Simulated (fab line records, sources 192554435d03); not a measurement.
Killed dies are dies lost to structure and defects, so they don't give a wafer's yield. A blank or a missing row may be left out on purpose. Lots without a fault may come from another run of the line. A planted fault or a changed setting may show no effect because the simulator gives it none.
Which tool did it? | flow n5_finfet | 10 lots, 30 wafers sampled, at 4 steps of a route of 1938

WHAT THE GAUGES READ, wafer by wafer
The record holds no reading of a measuring or inspecting step that can be judged against a usual standard deviation.

WHICH TOOL RAN EACH LOT (tool, then ch and the chambers of the sampled wafers, then the start)
lot  | N5_BEOL_M10_ETCH_41                           | N5_BEOL_M11_COAT_60               | N5_BEOL_M11_DESCUM_16              | N5_BEOL_M11_ETCH_61
L925 | rie_diel-05 ch 1,2,3, day 10 16:39 or earlier | litho_track-02 ch 0, day 10 16:39 | rie_diel-04 ch 1,2,3, day 10 17:06 | rie_diel-04 ch 1,2,3, day 10 17:08
L929 | rie_diel-05 ch 0,1,2, day 11 13:22 or earlier | litho_track-02 ch 0, day 11 13:22 | rie_diel-03 ch 1,2,3, day 11 13:53 | rie_diel-03 ch 1,2,3, day 11 13:56
L928 | rie_diel-06 ch 0,2,3, day 11 13:26 or earlier | litho_track-04 ch 0, day 11 13:26 | rie_diel-03 ch 0,2, day 11 14:08   | rie_diel-03 ch 0,2, day 11 14:11
L931 | rie_diel-02 ch 0,2,3, day 11 18:26 or earlier | litho_track-02 ch 0, day 11 18:26 | rie_diel-01 ch 0,1,2, day 11 18:46 | rie_diel-01 ch 0,1,2, day 11 18:48
L930 | rie_diel-05 ch 2,3, day 11 20:35 or earlier   | litho_track-02 ch 0, day 11 20:35 | rie_diel-04 ch 2,3, day 11 20:55   | rie_diel-04 ch 2,3, day 11 20:56
L938 | rie_diel-05 ch 0,1, day 14 03:50 or earlier   | litho_track-03 ch 0, day 14 03:50 | rie_diel-04 ch 0,1, day 14 04:16   | rie_diel-04 ch 0,1, day 14 04:18
L941 | rie_diel-06 ch 1,3, day 14 18:35 or earlier   | litho_track-02 ch 0, day 14 18:35 | rie_diel-03 ch 0,1,2, day 14 19:03 | rie_diel-03 ch 0,1,2, day 14 19:05
L943 | rie_diel-05 ch 1,2,3, day 15 02:15 or earlier | litho_track-02 ch 0, day 15 02:15 | rie_diel-04 ch 1,2,3, day 15 02:38 | rie_diel-04 ch 1,2,3, day 15 02:40
L944 | rie_diel-02 ch 0,2,3, day 15 09:56 or earlier | litho_track-02 ch 0, day 15 09:56 | rie_diel-03 ch 0,1, day 15 10:25   | rie_diel-03 ch 0,1, day 15 10:27
L946 | rie_diel-05 ch 0,1,2, day 15 18:23 or earlier | litho_track-03 ch 0, day 15 18:23 | rie_diel-01 ch 2,3, day 15 18:55   | rie_diel-01 ch 2,3, day 15 18:57
- N5_BEOL_M10_ETCH_41: etches SiCN in CH3F/O2, target depth 42.6 nm, time 86 s.
- N5_BEOL_M11_COAT_60: time 60 s, resist thk 30 nm.
- N5_BEOL_M11_DESCUM_16: chemistry O2, time 7.9 s.
- N5_BEOL_M11_ETCH_61: etches SiARC in CF4, target depth 39 nm, time 65 s.

WHAT THE TOOLS THEMSELVES READ (means of the sampled wafers that have a number; where no wafer has one, the mark that the record gives instead)
N5_BEOL_M10_ETCH_41. Usual: O2_flow_sccm 20.00 sccm, standard deviation 0.063; drypump_motor_current_A 5.7 A, standard deviation 0.49; oes_product_au 0.75 a.u., standard deviation 0.063; rf_vpp_V 297.8 V, standard deviation 1.2; showerhead_plenum_p_Torr 2.03 Torr, standard deviation 0.035; throttle_valve_pct 16.44 %, standard deviation 0.25.
lot  | tool        | O2_flow_sccm (sccm) | drypump_motor_current_A (A) | oes_product_au (a.u.) | rf_vpp_V (V) | showerhead_plenum_p_Torr (Torr) | throttle_valve_pct (%) | flag
L925 | rie_diel-05 | 19.98               | 5.5                         | 0.78                  | 298.5        | 2.06                            | 16.23                  |
L929 | rie_diel-05 | 19.98               | 5.5                         | 0.76                  | 297.5        | 2.03                            | 16.42                  |
L928 | rie_diel-06 | 20.00               | 5.9                         | 0.74                  | 297.0        | 2.00                            | 16.52                  |
L931 | rie_diel-02 | 19.96               | 5.8                         | 0.75                  | 297.7        | 2.03                            | 16.61                  |
L930 | rie_diel-05 | 20.01               | 5.3                         | 0.76                  | 299.5        | 2.08                            | 16.13                  |
L938 | rie_diel-05 | 20.03               | 5.7                         | 0.75                  | 298.1        | 2.00                            | 16.64                  |
L941 | rie_diel-06 | 20.02               | 5.7                         | 0.92                  | 298.4        | 2.03                            | 16.21                  |
L943 | rie_diel-05 | 20.04               | 5.5                         | 0.75                  | 298.8        | 2.05                            | 16.30                  |
L944 | rie_diel-02 | 19.99               | 5.8                         | 0.73                  | 298.1        | 2.02                            | 16.67                  |
L946 | rie_diel-05 | 19.96               | 5.5                         | 0.73                  | 297.0        | 2.02                            | 16.49                  |

N5_BEOL_M11_COAT_60. Usual: spin_speed_rpm 1500.0 rpm, standard deviation 0.91.
lot  | tool           | spin_speed_rpm (rpm) | flag
L925 | litho_track-02 | 1500.2               |
L929 | litho_track-02 | 1550.4               | OFF
L928 | litho_track-04 | 1499.6               |
L931 | litho_track-02 | 1551.6               | OFF
L930 | litho_track-02 | 1549.8               | OFF
L938 | litho_track-03 | 1500.0               |
L941 | litho_track-02 | 1499.9               |
L943 | litho_track-02 | 1499.4               |
L944 | litho_track-02 | 1499.7               |
L946 | litho_track-03 | 1500.6               |

N5_BEOL_M11_DESCUM_16. Usual: drypump_motor_current_A 5.6 A, standard deviation 0.37; oes_product_au 0.75 a.u., standard deviation 0.09; rf_vpp_V 243.0 V, standard deviation 1.5; showerhead_plenum_p_Torr 2.09 Torr, standard deviation 0.07; throttle_valve_pct 20.62 %, standard deviation 0.24.
lot  | tool        | drypump_motor_current_A (A) | oes_product_au (a.u.) | rf_vpp_V (V) | showerhead_plenum_p_Torr (Torr) | throttle_valve_pct (%) | flag
L925 | rie_diel-04 | 5.9                         | 0.78                  | 244.0        | 2.10                            | 20.46                  |
L929 | rie_diel-03 | 5.5                         | 0.72                  | 242.8        | 2.09                            | 20.73                  |
L928 | rie_diel-03 | 5.6                         | 0.72                  | 243.4        | 2.12                            | 20.74                  |
L931 | rie_diel-01 | 5.9                         | 0.84                  | 242.9        | 2.12                            | 20.42                  |
L930 | rie_diel-04 | 5.8                         | 0.71                  | 245.4        | 2.14                            | 20.49                  |
L938 | rie_diel-04 | 5.6                         | 0.82                  | 241.5        | 2.02                            | 20.41                  |
L941 | rie_diel-03 | 5.6                         | 0.70                  | 241.9        | 2.08                            | 20.78                  |
L943 | rie_diel-04 | 5.9                         | 0.84                  | 242.9        | 2.09                            | 20.40                  |
L944 | rie_diel-03 | 5.7                         | 0.70                  | 243.2        | 2.11                            | 20.80                  |
L946 | rie_diel-01 | 6.0                         | 0.69                  | 241.9        | 2.03                            | 20.64                  |

N5_BEOL_M11_ETCH_61. Usual: drypump_motor_current_A 5.6 A, standard deviation 0.37; etch_rf_on_time_s 65.3 s, standard deviation 1.4; oes_product_au 0.64 a.u., standard deviation 0.078; rf_vpp_V 184.2 V, standard deviation 1.2; showerhead_plenum_p_Torr 2.14 Torr, standard deviation 0.065; throttle_valve_pct 15.77 %, standard deviation 0.22.
lot  | tool        | drypump_motor_current_A (A) | etch_rf_on_time_s (s) | oes_product_au (a.u.) | rf_vpp_V (V) | showerhead_plenum_p_Torr (Torr) | throttle_valve_pct (%) | flag
L925 | rie_diel-04 | 5.9                         | 65.4                  | 0.66                  | 184.5        | 2.15                            | 15.65                  |
L929 | rie_diel-03 | 5.5                         | 64.1                  | 0.62                  | 183.9        | 2.14                            | 15.91                  |
L928 | rie_diel-03 | 5.6                         | 66.5                  | 0.60                  | 183.9        | 2.16                            | 15.90                  |
L931 | rie_diel-01 | 5.8                         | 62.9                  | 0.72                  | 184.4        | 2.16                            | 15.54                  |
L930 | rie_diel-04 | 5.8                         | 64.7                  | 0.60                  | 185.0        | 2.17                            | 15.65                  |
L938 | rie_diel-04 | 5.6                         | 64.2                  | 0.70                  | 183.8        | 2.08                            | 15.60                  |
L941 | rie_diel-03 | 5.6                         | 65.1                  | 0.60                  | 185.0        | 2.13                            | 15.94                  |
L943 | rie_diel-04 | 5.9                         | 63.8                  | 0.72                  | 184.6        | 2.14                            | 15.55                  |
L944 | rie_diel-03 | 5.7                         | 65.2                  | 0.59                  | 184.6        | 2.15                            | 15.91                  |
L946 | rie_diel-01 | 5.9                         | 67.2                  | 0.58                  | 183.0        | 2.06                            | 15.75                  |

THE ANSWER, worked out from the rows above alone
Rule: a lot is off if the mean of its wafers that have a number lies more than 3 standard deviations from the usual mean. A lot without any number at a reading at which 4 lots or more have one is off too. The other lots that the step has rows for count as sound. The gauges are gone through in route order, then the tools' own readings, and for those a lot's mean is taken as printed above. The first step at which some lot is off is used, and at that step the reading that is off furthest; a lot without a number counts as furthest.
Off: L929, L931, L930, at N5_BEOL_M11_COAT_60 (spin_speed_rpm).
A tool fits if, at that step or a process step before it, it ran every lot that is off, and no sound lot after the first of them. N5_BEOL_M10_ETCH_41 gives no start for some lots, so the hours and the order of its lots are those of N5_BEOL_M11_COAT_60. None of those tried fits.

WHAT THE SIMULATOR HAD PUT IN
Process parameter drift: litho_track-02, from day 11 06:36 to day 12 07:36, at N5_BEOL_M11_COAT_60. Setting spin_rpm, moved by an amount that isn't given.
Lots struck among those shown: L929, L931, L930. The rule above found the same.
